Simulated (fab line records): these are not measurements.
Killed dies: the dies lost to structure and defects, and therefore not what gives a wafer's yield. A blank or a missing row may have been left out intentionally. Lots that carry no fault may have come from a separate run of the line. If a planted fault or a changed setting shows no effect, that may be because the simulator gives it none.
fab line records + flow n5Finfet
[record]
- lots = 5
- wafers = 14
- lastDay = 16
route steps=1938 shown MOL_CONTACT_COAG@598 BEOL_M4@1111
lots that met no fault: from a run of the same line without faults
startH: start of the lot's first displayed wafer, in hours after the record's first day + waitH: time in hours since the lot's previous step + " identical to the entry in the row above + L1.1+2: one row covering several wafers at once + - either no value or no given start + * or withheld: withheld + < > ~ a bound
route shown NAME@n: a module of which the file shows steps, and the number in the route of the first + usual: mean/standard deviation taken from wafers without a fault + same: alike in all rows + chamber/n: place in a boat + sites: the reading at each site + _std_site: standard deviation across them + _edge_site: inner sites' mean taken away from outer sites' mean + radiusMm: how far each site lies from the wafer's centre + mask NAME#n: copy n + behind: tool/chamber where the wafer was last shaped + hold: reason for holding the lot/hours on hold/outcome of the hold + device: transistor that didn't switch, given as n, p or np + end of line: tests run on the same wafers once the route is complete + where a step has no rows: the recipe by itself + killed: the dies lost at the first sort to structure and to defects; this is not the yield of the wafer + map: a wafer's dies, x killed, . not, _ none there
set.NAME: the setting the step ran with; set.NAME@STEP: the setting that earlier step ran with + model.NAME: the simulator's own value behind a step, which no gauge read
lots at some steps of the route; a table a step, a row a wafer
services: when a tool's chamber went out of use (startH, in hours from the record's first day, below 0 if earlier), for how many hours, and the reason
[[steps]]
[step N5_MOL_CONTACT_COAG_SOFTBAKE_35]
[recipe]
- tempC = 110
- timeS = 60
- resist = CAR-EUV
[step N5_MOL_CONTACT_COAG_EXPOSE_37]
[recipe]
- maskId = VD
- na = 0.33
- sourceShape = annular
- sigmaInner = 0.3
- sigmaOuter = 0.7
- polarization = unpolarized
- defocusNm = 0
- doseMj = 62
[step N5_MOL_CONTACT_COAG_PEB_38]
[recipe]
- pebTempC = 100
- pebTimeS = 60
- resist = CAR-EUV
[step N5_MOL_CONTACT_COAG_DEVELOP_39]
[recipe]
- developTimeS = 30
- developer = TMAH
- resist = CAR-EUV
- rinseLiquid = surfactantRinse
- dry = airSpin
- devTempC = 23
[step N5_MOL_CONTACT_COAG_CD_MEAS_40]
[recipe]
- targetCdNm = 25.1
- landingEnergyEv = 500
- detector = seInlens
- polarity = opening
[usual]
- cdNm = 25.11/0.23
| lot.wafer | tool     | chamber | startH | waitH | cdNm  |
|-----------|----------|---------|--------|-------|-------|
| L298.1    | cdSem-03 | 0       | 118.01 | -     | 25.15 |
| L298.4    | "        | 0       | "      | "     | 25.08 |
| L298.6    | "        | 0       | "      | "     | 25.01 |
| L299.3    | cdSem-03 | 0       | 124.05 | -     | 24.78 |
| L299.4    | "        | 0       | "      | "     | 25.54 |
| L299.6    | "        | 0       | "      | "     | 25.59 |
| L308.2    | cdSem-01 | 0       | 182.89 | -     | 25.03 |
| L308.3    | "        | 0       | "      | "     | 25.11 |
| L308.4    | "        | 0       | "      | "     | 24.90 |
| L309.1    | cdSem-02 | 0       | 186.53 | -     | 25.49 |
| L309.4    | "        | 0       | "      | "     | 25.32 |
| L309.6    | "        | 0       | "      | "     | 25.42 |
| L311.2    | cdSem-03 | 0       | 194.64 | -     | 24.98 |
| L311.6    | "        | 0       | "      | "     | 25.04 |
[step N5_MOL_CONTACT_COAG_OVL_MEAS_41]
[recipe]
- pointsPerWafer = 522
[usual]
- VD_OVL = 0.3/0.62
| lot.wafer | tool       | chamber | startH | waitH | VD_OVL[nm] |
|-----------|------------|---------|--------|-------|------------|
| L298.1    | overlay-01 | 0       | 118.04 | 0.0   | -0.9       |
| L298.4    | "          | 0       | "      | "     | -0.1       |
| L298.6    | "          | 0       | "      | "     | -1.2       |
| L299.3    | overlay-01 | 0       | 124.09 | 0.0   | 0.3        |
| L299.4    | "          | 0       | "      | "     | 0.4        |
| L299.6    | "          | 0       | "      | "     | 0.1        |
| L308.2    | overlay-02 | 0       | 182.93 | 0.0   | -0.1       |
| L308.3    | "          | 0       | "      | "     | -0.3       |
| L308.4    | "          | 0       | "      | "     | -0.3       |
| L309.1    | overlay-01 | 0       | 186.56 | 0.0   | 0.5        |
| L309.4    | "          | 0       | "      | "     | 0.4        |
| L309.6    | "          | 0       | "      | "     | 1.0        |
| L311.2    | overlay-01 | 0       | 194.68 | 0.0   | 0.9        |
| L311.6    | "          | 0       | "      | "     | 0.8        |
[step N5_MOL_CONTACT_COAG_INSPECT_42]
[recipe]
- mode = adi
- inspectInstrument = brightfield
[usual]
- rawDefectCount = 184/51
| lot.wafer | tool             | chamber | startH | waitH | rawDefectCount |
|-----------|------------------|---------|--------|-------|----------------|
| L298.1    | defectInspect-02 | -       | 118.10 | 0.1   | 228            |
| L298.4    | "                | -       | "      | "     | 142            |
| L298.6    | "                | -       | "      | "     | 230            |
| L299.3    | defectInspect-01 | -       | 124.14 | 0.0   | 203            |
| L299.4    | "                | -       | "      | "     | 251            |
| L299.6    | "                | -       | "      | "     | 185            |
| L308.2    | defectInspect-02 | -       | 182.98 | 0.0   | 308            |
| L308.3    | "                | -       | "      | "     | 216            |
| L308.4    | "                | -       | "      | "     | 231            |
| L309.1    | defectInspect-01 | -       | 186.61 | 0.1   | 112            |
| L309.4    | "                | -       | "      | "     | 158            |
| L309.6    | "                | -       | "      | "     | 204            |
| L311.2    | defectInspect-02 | -       | 194.73 | 0.0   | 127            |
| L311.6    | "                | -       | "      | "     | 67             |
[step N5_MOL_CONTACT_COAG_DESCUM_45]
[recipe]
- chemistry = O2
- timeS = 7
- sourcePowerW = 50
- biasPowerW = 20
- pressureMtorr = 20
- rfFrequencyHz = 2.712e+07
- tempC = 40
- resist = CAR-EUV
- o2FlowSccm = 225
[usual]
- drypumpMotorCurrentA = 5.7/0.38
- o2FlowSccm = 225.0/0.6
- oesProductAu = 0.79/0.092
- rfVppV = 242.9/1.2
- showerheadPlenumPTorr = 2.08/0.066
- throttleValvePct = 20.42/0.19
| lot.wafer | tool       | chamber | startH | waitH | drypumpMotorCurrentA | o2FlowSccm | oesProductAu | rfHoursCounterH | rfVppV | showerheadPlenumPTorr | throttleValvePct |
|-----------|------------|---------|--------|-------|----------------------|------------|--------------|-----------------|--------|-----------------------|------------------|
| L298.1    | rieDiel-05 | 3       | 118.13 | 0.0   | 5.2                  | 225.1      | 0.68         | 247             | 240.5  | 2.05                  | 20.73            |
| L298.4    | "          | 2       | "      | "     | 5.6                  | 225.8      | 0.76         | 169             | 244.1  | 2.18                  | 20.08            |
| L298.6    | "          | 3       | "      | "     | 5.2                  | 226.0      | 0.67         | -               | 243.3  | 2.05                  | 20.76            |
| L299.3    | rieDiel-06 | 3       | 124.37 | 0.2   | 6.4                  | 224.6      | 0.73         | 174             | 241.9  | 2.00                  | 20.28            |
| L299.4    | "          | 1       | "      | "     | 5.4                  | 225.6      | 0.78         | 115             | 243.4  | 2.09                  | 20.07            |
| L299.6    | "          | 1       | "      | "     | 5.4                  | 224.8      | 0.78         | -               | 242.8  | 2.09                  | 20.09            |
| L308.2    | rieDiel-05 | 3       | 183.01 | 0.0   | 5.2                  | 224.7      | 0.92         | 16              | 243.1  | 2.05                  | 20.48            |
| L308.3    | "          | 1       | "      | "     | 5.2                  | 224.6      | 0.72         | 189             | 242.5  | 2.08                  | 20.44            |
| L308.4    | "          | 0       | "      | "     | 5.7                  | 224.7      | 0.71         | -               | 243.3  | 2.07                  | 20.47            |
| L309.1    | rieDiel-03 | 2       | 186.66 | 0.0   | 6.2                  | 224.2      | 0.73         | 174             | 243.5  | 2.01                  | 20.49            |
| L309.4    | "          | 1       | "      | "     | 5.3                  | 223.8      | 0.96         | 12              | 243.7  | 2.17                  | 20.59            |
| L309.6    | "          | 0       | "      | "     | 6.1                  | 225.2      | 0.81         | -               | 242.5  | 2.03                  | 20.55            |
| L311.2    | rieDiel-03 | 1       | 194.80 | 0.1   | 5.3                  | 224.5      | 0.96         | 14              | 244.0  | 2.16                  | 20.59            |
| L311.6    | "          | 2       | "      | "     | 6.2                  | 224.6      | 0.73         | -               | 241.4  | 2.01                  | 20.52            |
[step N5_MOL_CONTACT_COAG_ETCH_65]
[recipe]
- chemistry = N2/H2
- target = underlayer
- targetDepthA = 130
- maskMaterial = CAR-EUV
- timeS = 10.4
- ionEnergyEv = 200
- pressureMtorr = 30
- sourceW = 840
- biasW = 150
- n2FlowSccm = 200
- h2FlowSccm = 200
- ends = cleared
[step N5_MOL_CONTACT_COAG_ETCH_66]
[recipe]
- chemistry = CF4
- target = SiARC
- targetDepthA = 130
- maskMaterial = CAR-EUV
- timeS = 21.7
- ionEnergyEv = 80
- pressureMtorr = 40
- sourceW = 545
- biasW = 36
- Ar_flow_sccm = 100
- cf4FlowSccm = 100
- ends = cleared
[usual]
- drypumpMotorCurrentA = 5.7/0.38
- etchRfOnTimeS = 21.4/0.44
- oesProductAu = 0.68/0.074
- rfVppV = 183.9/1.1
- showerheadPlenumPTorr = 2.12/0.062
- throttleValvePct = 15.57/0.16
| lot.wafer | tool       | chamber | startH | waitH | drypumpMotorCurrentA | etchRfOnTimeS | oesProductAu | rfHoursCounterH | rfVppV | showerheadPlenumPTorr | throttleValvePct |
|-----------|------------|---------|--------|-------|----------------------|---------------|--------------|-----------------|--------|-----------------------|------------------|
| L298.1    | rieDiel-05 | 3       | 118.18 | 0.0   | 5.2                  | 21.0          | 0.59         | 247             | 184.0  | 2.11                  | 16.03            |
| L298.4    | "          | 2       | "      | "     | 5.6                  | 21.5          | 0.65         | 169             | 184.5  | 2.23                  | 15.32            |
| L298.6    | "          | 3       | "      | "     | 5.2                  | 21.2          | 0.57         | -               | 184.6  | 2.11                  | 16.02            |
| L299.3    | rieDiel-06 | 3       | 124.42 | 0.0   | 6.4                  | 21.9          | 0.62         | 174             | 183.5  | 2.05                  | 15.55            |
| L299.4    | "          | 1       | "      | "     | 5.4                  | 21.4          | 0.67         | 115             | 182.4  | 2.15                  | 15.30            |
| L299.6    | "          | 1       | "      | "     | 5.4                  | 21.5          | 0.67         | -               | 183.8  | 2.15                  | 15.30            |
| L308.2    | rieDiel-05 | 3       | 183.07 | 0.0   | 5.2                  | 20.8          | 0.78         | 16              | 184.4  | 2.10                  | 15.57            |
| L308.3    | "          | 1       | "      | "     | 5.2                  | 21.9          | 0.62         | 189             | 184.1  | 2.12                  | 15.66            |
| L308.4    | "          | 0       | "      | "     | 5.7                  | 21.1          | 0.62         | -               | 183.6  | 2.12                  | 15.71            |
| L309.1    | rieDiel-03 | 2       | 186.71 | 0.0   | 6.1                  | 21.2          | 0.64         | 174             | 182.5  | 2.04                  | 15.63            |
| L309.4    | "          | 1       | "      | "     | 5.3                  | 21.2          | 0.82         | 12              | 185.0  | 2.19                  | 15.53            |
| L309.6    | "          | 0       | "      | "     | 6.1                  | 21.2          | 0.69         | -               | 183.9  | 2.08                  | 15.63            |
| L311.2    | rieDiel-03 | 1       | 194.86 | 0.0   | 5.3                  | 20.9          | 0.81         | 14              | 184.8  | 2.19                  | 15.56            |
| L311.6    | "          | 2       | "      | "     | 6.1                  | 20.9          | 0.64         | -               | 182.8  | 2.04                  | 15.63            |
[step N5_MOL_CONTACT_COAG_ALD_133]
[recipe]
- material = SiO2
- targetThkA = 50
- tempC = 100
- aldPrecursorFamily = BDEAS
- aldCoReactant = O2-plasma
- pulseTimeS = 1
- coReactantPulseTimeS = 1
- purgeTimeS = 2
- coReactantPurgeTimeS = 2
- aldCycles = 35
- pressureTorr = 2
[step N5_MOL_CONTACT_COAG_ETCHBACK_134]
[recipe]
- chemistry = CHF3
- target = SiO2
- targetDepthA = 100
- timeS = 6.7
- ionEnergyEv = 200
- pressureMtorr = 30
- sourceW = 610
- biasW = 170
- Ar_flow_sccm = 200
- CHF3_flow_sccm = 50
[usual]
- drypumpMotorCurrentA = 5.6/0.38
- oesProductAu = 0.79/0.088
- rfVppV = 526/10
- showerheadPlenumPTorr = 2.37/0.066
- throttleValvePct = 18.70/0.17
| lot.wafer | tool       | chamber | startH | waitH | drypumpMotorCurrentA | oesProductAu | rfHoursCounterH | rfVppV | showerheadPlenumPTorr | throttleValvePct |
|-----------|------------|---------|--------|-------|----------------------|--------------|-----------------|--------|-----------------------|------------------|
| L298.1    | rieDiel-05 | 1       | 119.90 | 0.1   | 5.2                  | 0.74         | 166             | 522    | 2.37                  | 18.73            |
| L298.4    | "          | 3       | "      | "     | 5.2                  | 0.69         | 248             | 533    | 2.35                  | 19.14            |
| L298.6    | "          | 3       | "      | "     | 5.2                  | 0.68         | -               | 532    | 2.35                  | 19.15            |
| L299.3    | rieDiel-03 | 3       | 124.68 | 0.1   | 5.6                  | 0.93         | 18              | 527    | 2.34                  | 18.59            |
| L299.4    | "          | 3       | "      | "     | 5.6                  | 0.93         | -               | 530    | 2.34                  | 18.60            |
| L299.6    | "          | 0       | "      | "     | 6.1                  | 0.83         | -               | 523    | 2.32                  | 18.71            |
| L308.2    | rieDiel-03 | 2       | 183.92 | 0.2   | 6.2                  | 0.74         | 172             | 522    | 2.28                  | 18.75            |
| L308.3    | "          | 1       | "      | "     | 5.3                  | 0.97         | 10              | 542    | 2.43                  | 18.66            |
| L308.4    | "          | 0       | "      | "     | 6.1                  | 0.81         | 105             | 523    | 2.31                  | 18.76            |
| L309.1    | rieDiel-05 | 2       | 186.97 | 0.1   | 5.6                  | 0.75         | 188             | 539    | 2.48                  | 18.44            |
| L309.4    | "          | 0       | "      | "     | 5.7                  | 0.72         | 195             | 507    | 2.36                  | 18.82            |
| L309.6    | "          | 3       | "      | "     | 5.2                  | 0.92         | -               | 533    | 2.34                  | 18.82            |
| L311.2    | rieDiel-05 | 2       | 195.35 | 0.1   | 5.7                  | 0.74         | 191             | 542    | 2.47                  | 18.48            |
| L311.6    | "          | 3       | "      | "     | 5.2                  | 0.92         | -               | 534    | 2.34                  | 18.80            |
[step N5_MOL_CONTACT_COAG_ETCH_67]
[recipe]
- chemistry = N2/H2
- target = SOC
- targetDepthA = 600
- overetchA = 210
- maskMaterial = SiARC
- tempC = 40
- timeS = 101.2
- ionEnergyEv = 200
- pressureMtorr = 30
- sourceW = 840
- biasW = 150
- n2FlowSccm = 200
- h2FlowSccm = 200
[usual]
- drypumpMotorCurrentA = 5.6/0.38
- oesProductAu = 0.66/0.07
- rfVppV = 523.5/2.2
- showerheadPlenumPTorr = 2.52/0.071
- throttleValvePct = 17.78/0.2
| lot.wafer | tool       | chamber | startH | waitH | drypumpMotorCurrentA | oesProductAu | rfHoursCounterH | rfVppV | showerheadPlenumPTorr | throttleValvePct | model.SiARC_of_MOL_CONTACT_COAG_COAT_63.thkNm |
|-----------|------------|---------|--------|-------|----------------------|--------------|-----------------|--------|-----------------------|------------------|-----------------------------------------------|
| L298.1    | rieDiel-05 | 1       | 119.94 | 0.0   | 5.2                  | 0.62         | 166             | 524.2  | 2.54                  | 17.89            | 5.8                                           |
| L298.4    | "          | 3       | "      | "     | 5.2                  | 0.57         | 248             | 524.1  | 2.50                  | 18.19            | 5.6                                           |
| L298.6    | "          | 3       | "      | "     | 5.2                  | 0.57         | -               | 523.7  | 2.50                  | 18.19            | 5.6                                           |
| L299.3    | rieDiel-03 | 3       | 124.72 | 0.0   | 5.6                  | 0.77         | 18              | 522.5  | 2.49                  | 17.66            | 5.8                                           |
| L299.4    | "          | 3       | "      | "     | 5.6                  | 0.77         | -               | 521.8  | 2.49                  | 17.64            | 5.8                                           |
| L299.6    | "          | 0       | "      | "     | 6.2                  | 0.69         | -               | 522.7  | 2.46                  | 17.65            | 5.6                                           |
| L308.2    | rieDiel-03 | 2       | 183.95 | 0.0   | 6.3                  | 0.61         | 172             | 520.7  | 2.44                  | 17.98            | 5.8                                           |
| L308.3    | "          | 1       | "      | "     | 5.3                  | 0.80         | 10              | 525.4  | 2.60                  | 17.84            | 5.6                                           |
| L308.4    | "          | 0       | "      | "     | 6.1                  | 0.67         | 105             | 522.0  | 2.45                  | 17.69            | 5.8                                           |
| L309.1    | rieDiel-05 | 2       | 187.00 | 0.0   | 5.7                  | 0.62         | 188             | 526.4  | 2.63                  | 17.49            | 5.6                                           |
| L309.4    | "          | 0       | "      | "     | 5.7                  | 0.60         | 195             | 524.9  | 2.52                  | 17.84            | 5.8                                           |
| L309.6    | "          | 3       | "      | "     | 5.2                  | 0.74         | -               | 521.5  | 2.49                  | 17.85            | 5.6                                           |
| L311.2    | rieDiel-05 | 2       | 195.38 | 0.0   | 5.7                  | 0.62         | 191             | 526.3  | 2.62                  | 17.48            | 3.6                                           |
| L311.6    | "          | 3       | "      | "     | 5.2                  | 0.75         | -               | 521.9  | 2.49                  | 17.86            | 3.4                                           |
[step N5_MOL_CONTACT_COAG_STRIP_68]
[recipe]
- chemistry = N2/H2
- tempC = 40
- n2FlowSccm = 200
- h2FlowSccm = 200
- rfFrequencyHz = 6e+07
[step N5_MOL_CONTACT_COAG_STRIP_69]
[recipe]
- chemistry = N2/H2
- tempC = 40
- n2FlowSccm = 200
- h2FlowSccm = 200
- rfFrequencyHz = 6e+07
[step N5_MOL_CONTACT_COAG_ETCHBACK_136]
[recipe]
- chemistry = CHF3
- target = SiO2
- targetDepthA = 250
- timeS = 16.7
- ionEnergyEv = 200
- pressureMtorr = 30
- sourceW = 610
- biasW = 170
- Ar_flow_sccm = 200
- CHF3_flow_sccm = 50
[step N5_MOL_CONTACT_COAG_STRIP_120]
[recipe]
- chemistry = CHF3
- resist = SiARC
- rfFrequencyHz = 6e+07
[step N5_MOL_CONTACT_COAG_VIA_ETCH_117]
[recipe]
- chemistry = C4F6/O2
- targetDepthA = 400
- overetchA = 80
- maskMaterial = SOC
- target = SiO2
- biasW = 455
- pressureMtorr = 10
- timeS = 26
- sourceW = 325
- Ar_flow_sccm = 300
- C4F6_flow_sccm = 10
- O2_flow_sccm = 10
- ionEnergyEv = 575.3
- ends = endPoint
[step N5_MOL_CONTACT_COAG_ETCH_124]
[recipe]
- chemistry = CH3F/O2
- target = SiNx
- targetDepthA = 65
- maskMaterial = SOC
- stopOn = SiOC
- overEtchFrac = 0.3
- ionEnergyEv = 120
- pressureMtorr = 30
- sourceW = 395
- biasW = 73
- Ar_flow_sccm = 150
- CH3F_flow_sccm = 30
- O2_flow_sccm = 20
- ends = endPoint
[step N5_MOL_CONTACT_COAG_ETCH_48]
[recipe]
- chemistry = C4F6/O2
- targetDepthA = 150
- overetchA = 45
- maskMaterial = SOC
- target = SiOC
- biasW = 465
- pressureMtorr = 10
- timeS = 17
- sourceW = 335
- Ar_flow_sccm = 300
- C4F6_flow_sccm = 10
- O2_flow_sccm = 10
- ionEnergyEv = 576
[usual]
- drypumpMotorCurrentA = 5.6/0.38
- oesProductAu = 0.66/0.071
- rfVppV = 1595/29
- showerheadPlenumPTorr = 2.82/0.079
- throttleValvePct = 40.53/0.28
| lot.wafer | tool       | chamber | startH | waitH | drypumpMotorCurrentA | oesProductAu | rfHoursCounterH | rfVppV | showerheadPlenumPTorr | throttleValvePct |
|-----------|------------|---------|--------|-------|----------------------|--------------|-----------------|--------|-----------------------|------------------|
| L298.1    | rieDiel-05 | 1       | 120.13 | 0.0   | 5.2                  | 0.61         | 166             | 1588   | 2.83                  | 40.37            |
| L298.4    | "          | 3       | "      | "     | 5.2                  | 0.56         | 248             | 1612   | 2.80                  | 40.74            |
| L298.6    | "          | 3       | "      | "     | 5.2                  | 0.53         | -               | 1612   | 2.80                  | 40.72            |
| L299.3    | rieDiel-03 | 3       | 124.91 | 0.0   | 5.6                  | 0.78         | 18              | 1602   | 2.79                  | 40.56            |
| L299.4    | "          | 3       | "      | "     | 5.6                  | 0.76         | -               | 1602   | 2.79                  | 40.55            |
| L299.6    | "          | 0       | "      | "     | 6.1                  | 0.68         | -               | 1583   | 2.77                  | 40.96            |
| L308.2    | rieDiel-03 | 2       | 184.14 | 0.0   | 6.2                  | 0.59         | 172             | 1582   | 2.72                  | 40.43            |
| L308.3    | "          | 1       | "      | "     | 5.3                  | 0.81         | 10              | 1636   | 2.90                  | 40.56            |
| L308.4    | "          | 0       | "      | "     | 6.1                  | 0.65         | 105             | 1583   | 2.76                  | 40.96            |
| L309.1    | rieDiel-05 | 2       | 187.19 | 0.0   | 5.7                  | 0.62         | 188             | 1636   | 2.96                  | 40.23            |
| L309.4    | "          | 0       | "      | "     | 5.7                  | 0.60         | 195             | 1539   | 2.81                  | 40.67            |
| L309.6    | "          | 3       | "      | "     | 5.2                  | 0.70         | -               | 1611   | 2.79                  | 41.00            |
| L311.2    | rieDiel-05 | 2       | 195.57 | 0.0   | 5.7                  | 0.63         | 191             | 1637   | 2.96                  | 40.23            |
| L311.6    | "          | 3       | "      | "     | 5.2                  | 0.73         | -               | 1612   | 2.79                  | 41.00            |
[step N5_MOL_CONTACT_COAG_STRIP_72]
[recipe]
- chemistry = N2/H2
- powerW = 450
- tempC = 40
- pressureMtorr = 20
- rfFrequencyHz = 6e+07
- overashFraction = 3
- biasPowerW = 7
- h2Frac = 0.5
- n2FlowSccm = 200
- h2FlowSccm = 200
[step N5_MOL_CONTACT_COAG_STRIP_49]
[recipe]
- chemistry = N2/H2
- timeS = 30
- powerW = 1000
- tempC = 250
- pressureMtorr = withheld
- n2FlowSccm = 1750
- h2FlowSccm = 3250
[usual]
- drypumpMotorCurrentA = 5.40/0.16
- heaterPowerW = 342/36
| lot.wafer | tool           | chamber | startH | waitH | drypumpMotorCurrentA | heaterPowerW | rfHoursCounterH |
|-----------|----------------|---------|--------|-------|----------------------|--------------|-----------------|
| L298.1    | plasmaAsher-02 | 0       | 120.26 | -     | 5.49                 | 374          | 95              |
| L298.4    | "              | 1       | "      | "     | 5.32                 | 293          | -               |
| L298.6    | "              | 0       | "      | "     | 5.50                 | 376          | -               |
| L299.3    | plasmaAsher-02 | 1       | 125.06 | -     | 5.34                 | 294          | -               |
| L299.4    | "              | 0       | "      | "     | 5.52                 | 372          | -               |
| L299.6    | "              | 1       | "      | "     | 5.31                 | 292          | -               |
| L308.2    | plasmaAsher-02 | 0       | 184.28 | -     | 5.52                 | 376          | 106             |
| L308.3    | "              | 1       | "      | "     | 5.29                 | 299          | -               |
| L308.4    | "              | 0       | "      | "     | 5.53                 | 374          | -               |
| L309.1    | plasmaAsher-01 | 1       | 187.33 | -     | 5.59                 | 383          | 60              |
| L309.4    | "              | 0       | "      | "     | 5.18                 | 330          | -               |
| L309.6    | "              | 1       | "      | "     | 5.60                 | 373          | -               |
| L311.2    | plasmaAsher-02 | 1       | 195.71 | -     | 5.32                 | 291          | 108             |
| L311.6    | "              | 1       | "      | "     | 5.29                 | 295          | -               |
[step N5_MOL_CONTACT_COAG_PRECLEAN_138]
[recipe]
- chemistry = alkalineClean
- tempC = 60
- timeS = 60
- doPpb = 50
[step N5_MOL_CONTACT_COAG_SRD_139]
[recipe]
- dry = ipaMarangoni
- timeS = 30
- tempC = 23
- rinseLiquid = diw
[step N5_MOL_CONTACT_COAG_CD_MEAS_101]
[recipe]
- targetCdNm = 16
[usual]
- cdNm = 16.0/0.33
| lot.wafer | tool     | chamber | startH | waitH | cdNm |
|-----------|----------|---------|--------|-------|------|
| L298.1    | cdSem-01 | -       | 120.41 | 0.0   | 16.0 |
| L298.4    | "        | -       | "      | "     | 16.6 |
| L298.6    | "        | -       | "      | "     | 16.8 |
| L299.3    | cdSem-01 | -       | 125.20 | 0.0   | 16.3 |
| L299.4    | "        | -       | "      | "     | 15.6 |
| L299.6    | "        | -       | "      | "     | 16.3 |
| L308.2    | cdSem-03 | -       | 184.43 | 0.0   | 16.0 |
| L308.3    | "        | -       | "      | "     | 15.6 |
| L308.4    | "        | -       | "      | "     | 16.2 |
| L309.1    | cdSem-02 | -       | 187.48 | 0.0   | 15.7 |
| L309.4    | "        | -       | "      | "     | 15.8 |
| L309.6    | "        | -       | "      | "     | 16.3 |
| L311.2    | cdSem-03 | -       | 195.86 | 0.0   | 17.1 |
| L311.6    | "        | -       | "      | "     | 17.3 |
[step N5_MOL_CONTACT_COAG_PRE_CLEAN_121]
[recipe]
- gas = H2/He
- timeS = *
- tempC = withheld
[step N5_BEOL_M4_RC_MEAS_101]
[usual]
- DIBL_N = 35.8/1.8
- DIBL_P = 35.6/2
- IOFF_N = 0.148/0.028
- IOFF_P = 0.20/0.034
- ION_N = 672/12
- ION_P = 462/8.5
- SS_N = 71.2/0.65
- SS_P = 73.1/0.67
- VT_N = 251/3.3
- VT_P = -251/3.8
| lot.wafer | tool      | chamber | startH | waitH | DIBL_N[mV/V] | DIBL_P[mV/V] | IOFF_N[nA/um] | IOFF_P[nA/um] | ION_N[uA/um] | ION_P[uA/um] | SS_N[mV/dec] | SS_P[mV/dec] | VT_N[mV] | VT_P[mV] |
|-----------|-----------|---------|--------|-------|--------------|--------------|---------------|---------------|--------------|--------------|--------------|--------------|----------|----------|
| L298.1    | prober-01 | 0       | 192.46 | 0.0   | 37.5         | 35.6         | 0.150         | 0.23          | 661          | 466          | 71.5         | 74.0         | 251      | -247     |
| L298.4    | "         | 0       | "      | "     | 38.5         | 36.8         | 0.173         | 0.25          | 655          | 457          | 72.3         | 74.1         | 250      | -245     |
| L298.6    | "         | 0       | "      | "     | 37.6         | 34.2         | 0.142         | 0.20          | 647          | 452          | 71.7         | 72.4         | 253      | -252     |
| L299.3    | prober-01 | 0       | 199.54 | 0.3   | 35.2         | 36.5         | 0.132         | 0.17          | 638          | 442          | 71.7         | 72.6         | 254      | -257     |
| L299.4    | "         | 0       | "      | "     | 31.6         | 32.8         | 0.093         | 0.13          | 660          | 455          | 70.1         | 71.9         | 256      | -259     |
| L299.6    | "         | 0       | "      | "     | 34.8         | 36.1         | 0.130         | 0.17          | 670          | 458          | 70.1         | 72.0         | 254      | -256     |
| L309.1    | prober-01 | 0       | 244.70 | 0.0   | 33.6         | 33.7         | 0.123         | 0.17          | 668          | 458          | 71.1         | 72.9         | 253      | -252     |
| L309.4    | "         | 0       | "      | "     | 33.3         | 32.5         | 0.119         | 0.18          | 658          | 459          | 70.8         | 72.1         | 253      | -251     |
| L309.6    | "         | 0       | "      | "     | 31.8         | 30.4         | 0.091         | 0.14          | 643          | 453          | 71.6         | 71.2         | 258      | -256     |
| L308.2    | prober-02 | 0       | 247.29 | 0.2   | 37.1         | 34.5         | 0.157         | 0.23          | 663          | 457          | 72.2         | 73.5         | 252      | -246     |
| L308.3    | "         | 0       | "      | "     | 35.9         | 34.3         | 0.142         | 0.22          | 660          | 462          | 72.0         | 72.5         | 252      | -248     |
| L308.4    | "         | 0       | "      | "     | 39.8         | 38.4         | 0.235         | 0.31          | 694          | 472          | 73.0         | 74.0         | 245      | -246     |
| L311.2    | prober-01 | 0       | 262.67 | 0.2   | 38.2         | 38.2         | 0.196         | 0.23          | 683          | 467          | 71.8         | 73.7         | 247      | -250     |
| L311.6    | "         | 0       | "      | "     | 34.9         | 34.4         | 0.134         | 0.18          | 679          | 459          | 70.9         | 72.8         | 254      | -252     |
[[services]]
| tool       | chamber | startH | hours | kind                         |
|------------|---------|--------|-------|------------------------------|
| rieDiel-06 | 3       | 94.68  | 12.9  | repair                       |
| rieDiel-03 | 1       | 121.14 | -     | clean                        |
| rieDiel-03 | 1       | 121.14 | -     | consumableReplace:focusRing  |
| rieDiel-03 | 1       | 121.14 | 33.9  | scheduledDown                |
| rieDiel-03 | 1       | 121.14 | 33.9  | ventCycle                    |
| rieDiel-05 | 3       | 128.67 | -     | clean                        |
| rieDiel-05 | 3       | 128.67 | -     | consumableReplace:focusRing  |
| rieDiel-05 | 3       | 128.67 | 11.6  | scheduledDown                |
| rieDiel-05 | 3       | 128.67 | 11.6  | ventCycle                    |
| rieDiel-06 | 2       | 158.01 | -     | clean                        |
| rieDiel-06 | 2       | 158.01 | -     | consumableReplace:focusRing  |
| rieDiel-06 | 2       | 158.01 | -     | consumableReplace:showerhead |
| rieDiel-06 | 2       | 158.01 | 24.5  | scheduledDown                |
| rieDiel-06 | 2       | 158.01 | 24.5  | ventCycle                    |
| rieDiel-05 | 2       | 169.34 | 16.3  | repair                       |
| rieDiel-05 | 0       | 170.33 | 5.8   | repair                       |
[[key]]
[firstSign]
- step = N5_MOL_CONTACT_COAG_CD_MEAS_101
- reading = cdNm
- direction = up
- sigmas = 3.4
- usual = 16.0
- struck = 17.2
effect none on later readings
[modelEffect]
- step = N5_MOL_CONTACT_COAG_ETCH_67
- value = SiARC_of_MOL_CONTACT_COAG_COAT_63.thkNm
- without = 5.6
- struck = 3.5
metAt N5_MOL_CONTACT_COAG_ETCH_67
struckWafers L311.2,L311.6
onsetBetween 187.00 195.38
alsoFits time
[fault]
- kind = processParameterDrift
- tool = rieDiel-05
- chamber = -
- onsetH = 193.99
- steps = N5_MOL_CONTACT_COAG_ETCH_67
- channel = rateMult
- offset = 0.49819
- shape = step
- endH = 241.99
- scope = struckWafersOnly
